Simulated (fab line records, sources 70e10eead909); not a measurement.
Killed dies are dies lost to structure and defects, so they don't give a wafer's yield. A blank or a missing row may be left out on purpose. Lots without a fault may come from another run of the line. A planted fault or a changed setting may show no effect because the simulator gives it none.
fab line records | flow nand_harc
record lots=5 wafers=15 last_day=23
route steps=1159 shown A_SGD_CUT@753 A_SLIT@779 END@1159
lots that met no fault: from a run of the same line without faults
start_h: hours from the record's first day to the start of the lot's first wafer shown | wait_h: hours since the lot's step before | " the same as in the row above | L1.1+2: a row that stands for several wafers | - no value, or no start given | * or withheld: withheld | < > ~ a bound
route shown NAME@n: a module of which the file shows steps, and the number in the route of the first | usual: mean/standard deviation of fault-free wafers | same: alike in all rows | chamber/n: place in a boat | sites: the reading at each site | _std_site: their standard deviation | _edge_site: outer sites' mean less inner sites' | radius_mm: how far each site lies from the wafer's centre | mask NAME#n: copy n | behind: the tool/chamber that last shaped the wafer | hold: why the lot was held/for how many hours/how that ended | device: the transistor (n, p or np) that didn't switch | end of line: the same wafers' tests at the end of the route | a step without rows: its recipe alone | killed: dies lost to structure and defects at the first sort, not the wafer's yield | map: a wafer's dies, x killed, . not, _ none there
set.NAME: the setting as run; set.NAME@STEP: as run at that earlier step | model.NAME: the simulator's own value behind a step, which no gauge read
lots at some steps of the route; a table a step, a row a wafer
services: from which hour (start_h, from the record's first day; less than 0 if before it) a tool's chamber was out of use, for how many hours, and why
## steps
# step NHARC_A_SGD_CUT_SOFTBAKE_04
# recipe temp_c=105 time_s=55
# step NHARC_A_SGD_CUT_EBR_05
# step NHARC_A_SGD_CUT_EXPOSE_06
# recipe na=1.35 dose_mj=85.59 mask_id=SGD
# step NHARC_A_SGD_CUT_PEB_07
# recipe peb_temp_c=100 peb_time_s=65
# step NHARC_A_SGD_CUT_DEVELOP_08
# recipe develop_time_s=35 dev_temp_c=23
# step NHARC_A_SGD_CUT_CD_MEAS_09
# recipe target_cd_nm=100 landing_energy_ev=500
# usual cd_nm=100.4/0.69
# columns lot.wafer tool chamber start_h wait_h cd_nm
L358.2 cd_sem-02 0 311.41 - 100.1
L358.3 " 0 " " 99.8
L358.6 " 0 " " 99.3
L359.1 cd_sem-02 0 311.71 - 100.1
L359.5 " 0 " " 100.3
L359.6 " 0 " " 100.1
L360.3 cd_sem-02 0 317.29 - 101.3
L360.4 " 0 " " 100.0
L360.5 " 0 " " 100.0
L376.1 cd_sem-02 0 411.10 - 102.0
L376.2 " 0 " " 101.6
L376.4 " 0 " " 101.5
L377.1 cd_sem-01 0 425.11 - 100.6
L377.5 " 0 " " 101.2
L377.6 " 0 " " 101.3
# step NHARC_A_SGD_CUT_OVL_MEAS_10
# usual overlay_x_nm=-0.4/0.91 overlay_y_nm=-0.2/0.61
# columns lot.wafer tool chamber start_h wait_h overlay_x_nm overlay_y_nm
L358.2 overlay-02 - 311.49 - 1.0 0.5
L358.3 " - " " 0.7 0.7
L358.6 " - " " 0.5 0.8
L359.1 overlay-02 - 311.79 - 1.5 -1.0
L359.5 " - " " 1.4 -0.9
L359.6 " - " " 1.1 -0.7
L360.3 overlay-01 - 317.37 - 0.5 -0.2
L360.4 " - " " -0.1 -0.6
L360.5 " - " " 0.6 0.0
L376.1 overlay-01 - 411.19 - -2.4 0.3
L376.2 " - " " -1.3 -0.7
L376.4 " - " " -2.2 0.0
L377.1 overlay-02 - 425.19 - -0.9 -1.3
L377.5 " - " " -0.5 -1.1
L377.6 " - " " -0.5 -1.1
# step NHARC_A_SGD_CUT_INSPECT_11
# usual raw_defect_count=19/9.9
# columns lot.wafer tool chamber start_h wait_h raw_defect_count
L358.2 defect_inspect-01 - 311.53 0.0 19
L358.3 " - " " 17
L358.6 " - " " 23
L359.1 defect_inspect-01 - 311.83 0.0 28
L359.5 " - " " 17
L359.6 " - " " 18
L360.3 defect_inspect-02 - 317.41 0.0 9
L360.4 " - " " 11
L360.5 " - " " 9
L376.1 defect_inspect-02 - 411.23 0.0 16
L376.2 " - " " 16
L376.4 " - " " 19
L377.1 defect_inspect-02 - 425.23 0.0 42
L377.5 " - " " 33
L377.6 " - " " 33
# step NHARC_A_SGD_CUT_DESCUM_14
# recipe time_s=3 o2_flow_sccm=200 ar_flow_sccm=0 bias_power_w=0 chemistry=O2
# step NHARC_A_SGD_CUT_ETCH_58
# recipe target_depth_a=390 over_etch_frac=0.3 time_s=65 ion_energy_ev=80 cf4_flow_sccm=150 ar_flow_sccm=0 rf_w=300 bias_w=100 chemistry=CF4
# usual drypump_motor_current_A=5.6/0.44 mfc_ar_sccm=0.018/0.013 oes_product_au=0.997/0.017 rf_vpp_V=151.3/1.3 showerhead_plenum_p_Torr=1.77/0.068 throttle_valve_pct=13.285/0.0088
# columns lot.wafer tool chamber start_h wait_h drypump_motor_current_A mfc_ar_sccm oes_product_au rf_hours_counter_h rf_vpp_V showerhead_plenum_p_Torr throttle_valve_pct
L358.3 rie_diel-07 2 311.67 0.1 5.8 0.028 0.982 8 150.4 1.75 13.274
L358.2 " 1 " " 6.2 0 0.981 7 148.7 1.65 13.279
L358.6 " 2 " " 5.8 0.028 0.985 - 150.3 1.75 13.277
L359.1 rie_diel-04 0 312.00 0.1 5.6 0.036 1.021 0 150.8 1.76 13.290
L359.5 " 1 " " 6.2 0 0.970 - 150.8 1.76 13.294
L359.6 " 2 " " 5.2 0.017 0.986 - 152.3 1.74 13.281
L360.3 rie_diel-07 3 317.57 0.1 5.6 0.027 1.024 9 153.6 1.86 13.285
L360.4 " 0 " " 6.2 0.021 0.999 9 150.8 1.67 13.262
L360.5 " 2 " " 5.8 0.028 1.005 - 152.4 1.75 13.275
L376.1 rie_diel-03 1 411.37 0.1 5.4 0 0.981 0 151.9 1.75 13.295
L376.2 " 2 " " 4.9 0.030 0.975 0 151.9 1.84 13.280
L376.4 " 0 " " 5.6 0.030 1.017 0 148.8 1.75 13.280
L377.1 rie_diel-04 1 425.38 0.1 6.1 0 0.980 9 149.8 1.75 13.298
L377.5 " 0 " " 5.5 0.036 1.016 - 150.1 1.75 13.287
L377.6 " 1 " " 6.1 0 0.973 - 151.5 1.75 13.298
# step NHARC_A_SGD_CUT_ETCH_59
# recipe target_depth_a=2600 over_etch_frac=0.25 time_s=406.25 ion_energy_ev=200 n2_flow_sccm=150 h2_flow_sccm=150 ar_flow_sccm=0 rf_w=400 bias_w=150 chemistry=N2/H2
# step NHARC_A_SGD_CUT_ETCH_15
# recipe target_depth_a=750 time_s=64.3 ch3f_flow_sccm=50 o2_flow_sccm=30 ar_flow_sccm=200 rf_w=500 bias_w=100 chemistry=CH3F/O2
# step NHARC_A_SGD_CUT_ETCH_16
# recipe target_depth_a=3105 time_s=155.2 c4f8_flow_sccm=withheld o2_flow_sccm=8 ar_flow_sccm=withheld rf_w=600 bias_w=800 chemistry=C4F8/O2/Ar
# usual oes_product_au=0.971/0.021 rf_vpp_V=723/4.2
# columns lot.wafer tool chamber start_h wait_h oes_product_au rf_hours_counter_h rf_vpp_V
L358.3 rie_diel-07 0 312.16 - 0.945 7 718
L358.2 " 3 " " 0.949 8 727
L358.6 " 1 " " 0.933 - 716
L359.1 rie_diel-04 1 312.52 - 0.963 1 723
L359.5 " 3 " " 0.970 - 725
L359.6 " 0 " " 1.023 - 723
L360.3 rie_diel-07 1 318.04 - 0.958 9 715
L360.4 " 2 " " 0.965 9 722
L360.5 " 2 " " 0.969 - 721
L376.4 rie_diel-03 1 411.86 - 0.967 1 721
L376.1 " 2 " " 0.957 1 727
L376.2 " 0 " " 1.000 1 722
L377.1 rie_diel-04 3 425.86 - 0.979 9 724
L377.5 " 3 " " 0.968 - 724
L377.6 " 0 " " 0.932 - 722
# step NHARC_A_SGD_CUT_STRIP_60
# recipe c4f8_flow_sccm=withheld o2_flow_sccm=8 ar_flow_sccm=withheld bias_w=0 chemistry=C4F8/O2/Ar
# step NHARC_A_SGD_CUT_STRIP_17
# recipe o2_flow_sccm=500 ar_flow_sccm=0 bias_w=0 chemistry=O2
# step NHARC_A_SGD_CUT_PRECLEAN_18
# recipe time_s=* temp_c=50 bath_age_min=0 chemistry=SC1
# step NHARC_A_SGD_CUT_SRD_19
# step NHARC_A_SGD_CUT_DEP_20
# recipe target_thk_a=1500 temp_c=65 material=SiO2
# step NHARC_A_SGD_CUT_ANNEAL_27
# recipe temp_c=450 time_s=1800
# step NHARC_A_SGD_CUT_CMP_21
# recipe target_thk_nm=148.19
# step NHARC_A_SGD_CUT_SRD_23
# step NHARC_A_SGD_CUT_ETCH_26
# recipe target_depth_a=458 chemistry=dHF material=SiO2
# step NHARC_A_SGD_CUT_ETCHBACK_24
# recipe target_depth_a=500 over_etch_frac=0.3 time_s=92.857 ion_energy_ev=120 ch3f_flow_sccm=50 o2_flow_sccm=30 ar_flow_sccm=200 rf_w=500 bias_w=100 chemistry=CH3F/O2
# usual drypump_motor_current_A=5.6/0.44 mfc_ar_sccm=200.1/0.63 oes_product_au=0.97/0.032 rf_vpp_V=244.4/1.6 showerhead_plenum_p_Torr=2.46/0.096 throttle_valve_pct=20.664/0.0091
# columns lot.wafer tool chamber start_h wait_h drypump_motor_current_A mfc_ar_sccm oes_product_au rf_hours_counter_h rf_vpp_V showerhead_plenum_p_Torr throttle_valve_pct
L358.3 rie_diel-04 2 318.06 0.1 5.2 199.1 0.99 1 243.5 2.41 20.674
L358.2 " 0 " " 5.6 199.8 1.03 1 243.2 2.44 20.651
L358.6 " 2 " " 5.2 199.0 0.99 - 243.4 2.41 20.654
L359.1 rie_diel-03 1 318.07 0.1 5.5 200.0 1.00 8 244.6 2.43 20.655
L359.5 " 1 " " 5.5 200.0 0.99 - 242.7 2.43 20.656
L359.6 " 2 " " 4.9 200.4 0.97 - 246.7 2.56 20.644
L360.3 rie_diel-07 0 323.36 0.2 6.2 199.9 0.91 9 241.8 2.32 20.663
L360.4 " 1 " " 6.2 201.1 0.91 9 241.2 2.29 20.655
L360.5 " 2 " " 5.8 200.2 0.92 - 243.1 2.43 20.666
L376.4 rie_diel-04 2 417.19 0.2 5.2 199.5 0.99 8 243.3 2.41 20.664
L376.1 " 0 " " 5.6 200.6 1.01 6 243.8 2.44 20.669
L376.2 " 1 " " 6.2 200.9 0.97 9 244.2 2.44 20.668
L377.1 rie_diel-07 3 432.57 0.2 5.6 200.2 1.01 2 245.9 2.58 20.667
L377.6 " 0 " " 6.2 199.6 1.00 - 242.0 2.31 20.663
L377.5 " 1 " " 6.1 199.7 0.99 - 242.7 2.28 20.656
# step NHARC_A_SGD_CUT_STRIP_28
# recipe time_s=20 o2_flow_sccm=500 ar_flow_sccm=0 bias_w=0 chemistry=O2
# step NHARC_A_SGD_CUT_INSPECT_25
# usual raw_defect_count=304/70
# columns lot.wafer tool chamber start_h wait_h raw_defect_count
L358.2 defect_inspect-02 - 318.31 - 298
L358.3 " - " " 361
L358.6 " - " " 356
L359.1 defect_inspect-01 - 318.31 - 567
L359.5 " - " " 322
L359.6 " - " " 270
L360.3 defect_inspect-01 - 323.57 - 318
L360.4 " - " " 327
L360.5 " - " " 374
L376.1 defect_inspect-01 - 417.43 - 253
L376.2 " - " " 253
L376.4 " - " " 314
L377.1 defect_inspect-02 - 432.77 - 388
L377.5 " - " " 298
L377.6 " - " " 249
# step NHARC_A_SLIT_DEP_25
# recipe target_thk_a=2000 temp_c=400 pressure_torr=6.5 rf_w=900 teos_flow_sccm=161.4 flow_sccm=2650 target_thk_nm=200 gas=O2 material=SiO2
# usual heater_power_w=577/95 showerhead_vpp_V=1837/110 throttle_valve_pct=15.8/0.52
# columns lot.wafer tool chamber start_h wait_h heater_power_w showerhead_vpp_V throttle_valve_pct
L358.3 pecvd-03 1 318.37 0.1 493 1669 15.7
L358.2 " 2 " " 525 1938 15.4
L358.6 " 0 " " 656 1958 15.4
L359.1 pecvd-02 0 318.38 0.1 698 1848 16.6
L359.5 " 1 " " 620 1765 15.1
L359.6 " 2 " " 649 1830 14.4
L360.3 pecvd-01 2 323.72 0.1 656 1741 16.5
L360.4 " 0 " " 425 1969 16.4
L360.5 " 1 " " 465 1767 16.1
L376.1 pecvd-03 2 417.54 0.1 557 1987 15.9
L376.2 " 0 " " 658 1964 15.6
L376.4 " 1 " " 559 1652 16.0
L377.1 pecvd-01 2 432.84 0.1 805 1727 15.8
L377.5 " 2 " " 809 1778 15.8
# step NHARC_A_SLIT_DEP_00
# recipe target_thk_a=32000 temp_c=400 material=aC
# step NHARC_A_SLIT_DEP_23
# recipe target_thk_a=1000 target_thk_nm=100 temp_c=400 pressure_torr=3.5 flow_sccm=200 rf_w=350 material=SiON
# usual heater_power_w=778/82 showerhead_vpp_V=1145/67
# columns lot.wafer tool chamber start_h wait_h heater_power_w showerhead_vpp_V
L358.2 pecvd-03 2 320.68 1.3 813 1208
L358.3 " 0 " " 734 1223
L358.6 " 2 " " 797 1215
L359.1 pecvd-02 0 320.75 1.7 759 1164
L359.6 " 2 " " 862 1152
L359.5 " 0 " " 800 1153
L360.3 pecvd-02 0 326.63 1.4 888 1171
L360.4 " 2 " " 926 1134
L360.5 " 0 " " 877 1166
L376.1 pecvd-03 2 422.12 1.7 821 1225
L376.2 " 0 " " 809 1222
L376.4 " 1 " " 677 1057
L377.1 pecvd-02 1 435.15 1.7 694 1107
L377.5 " 2 " " 923 1154
# step NHARC_A_SLIT_DEHYDRATE_01
# recipe temp_c=150 time_s=120
# step NHARC_A_SLIT_HMDS_02
# recipe time_s=30
# step NHARC_A_SLIT_COAT_03
# recipe spin_rpm=1500 resist_thk_nm=90
# step NHARC_A_SLIT_SOFTBAKE_04
# recipe temp_c=105 time_s=55
# step NHARC_A_SLIT_EBR_05
# step NHARC_A_SLIT_EXPOSE_06
# recipe na=1.35 dose_mj=60.82 mask_id=SLIT
# step NHARC_A_SLIT_PEB_07
# recipe peb_temp_c=100 peb_time_s=65
# step NHARC_A_SLIT_DEVELOP_08
# recipe develop_time_s=35 dev_temp_c=23
# step NHARC_A_SLIT_CD_MEAS_09
# recipe target_cd_nm=300 landing_energy_ev=500
# usual cd_nm=300.1/0.62
# columns lot.wafer tool chamber start_h wait_h cd_nm
L358.2 cd_sem-01 0 321.36 - 300.2
L358.3 " 0 " " 299.5
L358.6 " 0 " " 299.9
L359.1 cd_sem-03 0 321.51 - 299.9
L359.5 " 0 " " 299.5
L359.6 " 0 " " 299.8
L360.3 cd_sem-02 0 327.28 - 300.1
L360.4 " 0 " " 300.9
L360.5 " 0 " " 299.8
L376.1 cd_sem-01 0 422.65 - 300.2
L376.2 " 0 " " 299.8
L376.4 " 0 " " 300.6
L377.1 cd_sem-02 0 435.82 - 301.2
L377.5 " 0 " " 300.4
# step NHARC_A_SLIT_OVL_MEAS_10
# usual overlay_x_nm=0.1/0.86 overlay_y_nm=-0.1/0.89
# columns lot.wafer tool chamber start_h wait_h overlay_x_nm overlay_y_nm
L358.2 overlay-01 - 321.45 - -0.4 -1.1
L358.3 " - " " 0.0 -1.2
L358.6 " - " " 0.1 -0.9
L359.1 overlay-02 - 321.60 - 0.7 0.4
L359.5 " - " " 0.8 0.7
L359.6 " - " " 0.7 1.1
L360.3 overlay-02 - 327.37 - 0.0 -0.6
L360.4 " - " " 0.0 -0.8
L360.5 " - " " -0.2 -0.4
L376.1 overlay-01 - 422.74 - 0.2 0.1
L376.2 " - " " 0.2 0.6
L376.4 " - " " 0.2 1.1
L377.1 overlay-01 - 435.91 - 0.9 1.4
L377.5 " - " " 1.6 1.2
# step NHARC_A_SLIT_INSPECT_11
# usual raw_defect_count=22/10
# columns lot.wafer tool chamber start_h wait_h raw_defect_count
L358.2 defect_inspect-02 - 321.48 0.0 20
L358.3 " - " " 23
L358.6 " - " " 27
L359.1 defect_inspect-01 - 321.64 0.0 32
L359.5 " - " " 19
L359.6 " - " " 23
L360.3 defect_inspect-02 - 327.40 0.0 17
L360.4 " - " " 15
L360.5 " - " " 20
L376.1 defect_inspect-02 - 422.77 0.0 19
L376.2 " - " " 16
L376.4 " - " " 18
L377.1 defect_inspect-02 - 435.95 0.0 48
L377.5 " - " " 33
# step NHARC_A_SLIT_DESCUM_14
# recipe time_s=3 o2_flow_sccm=200 ar_flow_sccm=0 bias_power_w=0 chemistry=O2
# step NHARC_A_SLIT_ETCH_24
# recipe target_depth_a=1210 time_s=60.5 cf4_flow_sccm=100 chf3_flow_sccm=30 ar_flow_sccm=0 rf_w=500 bias_w=200 chemistry=CF4/CHF3
# usual drypump_motor_current_A=5.4/0.33 mfc_ar_sccm=0.008/0.0085 oes_product_au=0.958/0.023 rf_vpp_V=371.2/2.2 showerhead_plenum_p_Torr=1.60/0.064 throttle_valve_pct=16.801/0.009
# columns lot.wafer tool chamber start_h wait_h drypump_motor_current_A mfc_ar_sccm oes_product_au rf_hours_counter_h rf_vpp_V showerhead_plenum_p_Torr throttle_valve_pct
L358.3 rie_diel-10 2 321.64 0.1 4.9 0.003 0.978 11 375.2 1.69 16.805
L358.2 " 0 " " 5.6 0 0.957 12 370.7 1.57 16.809
L358.6 " 1 " " 5.4 0.014 0.956 - 369.9 1.55 16.804
L359.1 rie_diel-05 2 321.79 0.1 5.5 0.006 0.914 12 372.8 1.63 16.804
L359.6 " 2 " " 5.5 0.006 0.903 - 373.2 1.63 16.807
L359.5 " 3 " " 6.2 0 0.944 - 373.5 1.66 16.816
L360.3 rie_diel-12 2 327.55 0.1 5.1 0.014 0.977 8 370.0 1.53 16.794
L360.4 " 0 " " 5.1 0.026 0.987 8 373.4 1.67 16.799
L360.5 " 2 " " 5.1 0.014 0.974 - 370.3 1.53 16.802
L376.4 rie_diel-10 1 422.93 0.1 5.4 0.014 0.949 5 370.7 1.55 16.800
L376.1 " 2 " " 4.9 0.003 0.954 6 373.7 1.69 16.802
L376.2 " 3 " " 5.3 0.021 0.965 6 368.8 1.53 16.797
L377.1 rie_diel-05 0 436.10 0.1 5.6 0.014 0.969 6 373.8 1.69 16.809
L377.5 " 0 " " 5.6 0.014 0.960 - 373.8 1.69 16.788
# step NHARC_END_SORT_01
# recipe temp_c=25
# usual killed_at_array=27/9.9 killed_at_other=0.5/0.76 killed_at_periphery=3.4/2.2 killed_dies=31/10 killed_open=3.3/2 killed_short=2.0/1.5
# same gross_dies=677
# columns lot.wafer tool chamber start_h wait_h killed_at_array killed_at_other killed_at_periphery killed_dies killed_open killed_short
L358.2 prober-01 0 460.19 2.8 25 0 3 28 5 2
L358.3 prober-01 0 461.00 3.1 19 1 2 22 3 3
L358.6 prober-01 0 463.41 4.0 20 1 0 21 3 2
L377.6 prober-02 0 554.25 4.0 657 0 6 663 5 4
# killed by level:class
L358.2 A_CHANNEL_HOLE_D1:chamber_film_flake=13 A_SLIT:chamber_film_flake=3 A_CONTACT:chamber_film_flake=3 P_M0:geometric_particle:open=2 P_CONTACT:geometric_particle:open=1 A_CHANNEL_HOLE_D1:geometric_particle:short=1 A_CHANNEL_HOLE_D1:geometric_particle:open=1 A_SGD_CUT:geometric_particle:short=1
L358.3 A_CHANNEL_HOLE_D1:chamber_film_flake=12 P_CONTACT:geometric_particle:short=1 P_CONTACT:geometric_particle:open=1 A_CHANNEL_HOLE_D1:geometric_particle:open=1 A_SGD_CUT:geometric_particle:short=1 A_WL_FILL:geometric_particle:open=1 A_CONTACT:geometric_particle:short=1 A_STAIRCASE:chamber_film_flake=1
L358.6 A_CHANNEL_HOLE_D1:chamber_film_flake=11 A_WL_FILL:geometric_particle:short=2 A_STAIRCASE:chamber_film_flake=2 A_SLIT:unspecified=2 A_ONON_D1:geometric_particle:open=1 A_CHANNEL_FILL_D1:geometric_particle:open=1 STARTING-WAFER:geometric_particle:open=1 A_CHANNEL_FILL_D1:chamber_film_flake=1
L377.6 A_SGD_CUT:area_etch=618 A_CHANNEL_HOLE_D1:chamber_film_flake=21 A_CONTACT:chamber_film_flake=8 P_STI:chamber_film_flake=3 A_WL_FILL:chamber_film_flake=3 P_CONTACT:geometric_particle:open=2 A_M0:geometric_particle:short=2 P_M0:geometric_particle:open=1
# map L377.6 (x killed, . not)
____________x____________
_________xxxxxxx_________
_______xxxxxxxxxxx_______
______xxxxxxxxxxxxx______
_____xxxxxxxxxxxxxxx_____
____xxxxxxxxxxxxx.xxx____
____xxxxxxxxxxxxxxxxx____
___xxxxxxxxxxxxxxxxxxx___
___xxxxxxxx.xxxxx.xxxx___
__xxxxxxxxxxxxxxxxxxxxx__
__xxxxxxxxxxxxxxx.xxxxx__
_xxxxxxxxxxxxxxxxxxxxxxx_
_xxxxxxxxxxxxxxxxxxxxxxx_
_xxxxxxxxxxxxxxxxxxxxxxx_
_xxxxxxxxxxxxxxxxxxxxxxx_
_xxxxxxxxxxxxxxxxxxxxxxx_
xxxxxxxxxxxxxxxxxxx.xxxxx
xxxxxxxxxxxxxxxxxxxxxxxxx
xxxxxxxxx.xxxxxxxxxxxxxxx
xxxxxxxxx.xxxxxxxxxxxxxxx
xxxxxxxxxxxxxxxxxxxxxxxxx
_xxxxxxxxxxxxxxxxxxxxxxx_
_xxxxxxxxxxxxxxxxxxxxxxx_
_xxxxxxxxxxxx.xxxxx.xxxx_
_xxxxxxxxxxxx.xxxx.xxxxx_
_xxxxxxxxxxx.xxxxxxxxxxx_
__xxxxxxxxxxxxxxxxxxxxx__
__xxxxxxxxxxx.x.xxxxxxx__
___xxxxxxxxxxxxxxxxxxx___
___xxxxxxxxxxxxxxxxxxx___
____xxxxxxxxxxxxxxxxx____
____xxxxxxxxxxxxxxxxx____
_____xxxxxxxxxxxxxxx_____
______xxxxxxxxxxxxx______
_______xxxxxxxxxxx_______
_________xxxxxxx_________
____________x____________
# map L359.6 (x killed, . not)
____________.____________
_________......._________
_______..........._______
______x............______
_____...x..........._____
____...x.x...........____
____..xx.x...........____
___...x....x..........___
___.....x.x...........___
__........x............__
__.....................__
_........x.............x_
_..x...................._
_......................._
_....x.x................_
_..............x........_
..................x......
....x.x..................
.........................
........x................
.........x...............
_......................._
_....x.x................_
_........x.xxx.........._
_........x.x......x....._
_........x.x.x.........._
__........x......x.....__
__.x.....x......x......__
___...................___
___...................___
____...........x.....____
____.................____
_____..............._____
______.............______
_______..........._______
_________......._________
____________.____________
## services
# columns tool chamber start_h hours kind
rie_diel-04 - 288.90 9.0 pm
rie_diel-03 2 291.78 4.4 repair
pecvd-03 - 292.38 13.0 pm
rie_diel-03 - 292.47 2.1 repair
rie_diel-12 1 294.53 4.5 repair
rie_diel-03 1 328.69 3.5 repair
pecvd-03 0 329.89 3.9 repair
pecvd-02 - 334.34 13.0 pm
rie_diel-05 - 340.62 9.0 pm
rie_diel-04 1 343.91 4.4 repair
rie_diel-12 3 348.14 4.3 repair
rie_diel-04 0 348.26 18.2 repair
rie_diel-10 - 353.60 9.0 pm
rie_diel-12 0 355.24 14.2 repair
rie_diel-05 - 355.45 0.4 repair
rie_diel-03 0 358.74 14.8 repair
rie_diel-03 - 377.83 2.6 repair
rie_diel-03 - 392.56 9.0 pm
pecvd-03 - 394.27 2.7 repair
rie_diel-10 3 394.59 5.5 repair
rie_diel-07 - 405.20 9.0 pm
rie_diel-05 2 408.44 7.4 repair
pecvd-01 - 418.07 13.0 pm
pecvd-03 2 431.30 3.2 repair
## key
first_sign step=NHARC_END_SORT_01 reading=killed_at_array direction=up sigmas=64 usual=27 struck=657
effect step=NHARC_END_SORT_01 reading=killed_dies direction=up sigmas=63 usual=31 struck=663
more_kills_born_at NHARC_A_SGD_CUT_ETCH_16@rie_diel-04=618
met_at NHARC_A_SGD_CUT_ETCH_16
struck_wafers L377.6
later_rows_left_out L377.6
tester_left_out L377
onset_between 312.52 425.86
fault kind=process_parameter_drift tool=rie_diel-04 chamber=- onset_h=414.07 steps=NHARC_A_SGD_CUT_ETCH_16 channel=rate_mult offset=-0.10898 shape=step end_h=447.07 scope=struck_wafers_only
# tester_left_out: of these lots the tester's yield and bins aren't shown, on N5 and GAA mostly nor the transistor test; their killed dies are dies lost to structure and defects alone, not to doping, threshold or leakage, so they don't give the yield
# later_rows_left_out: the simulator's readings of these wafers behind a module that went badly wrong aren't trusted and aren't shown, but for the sort
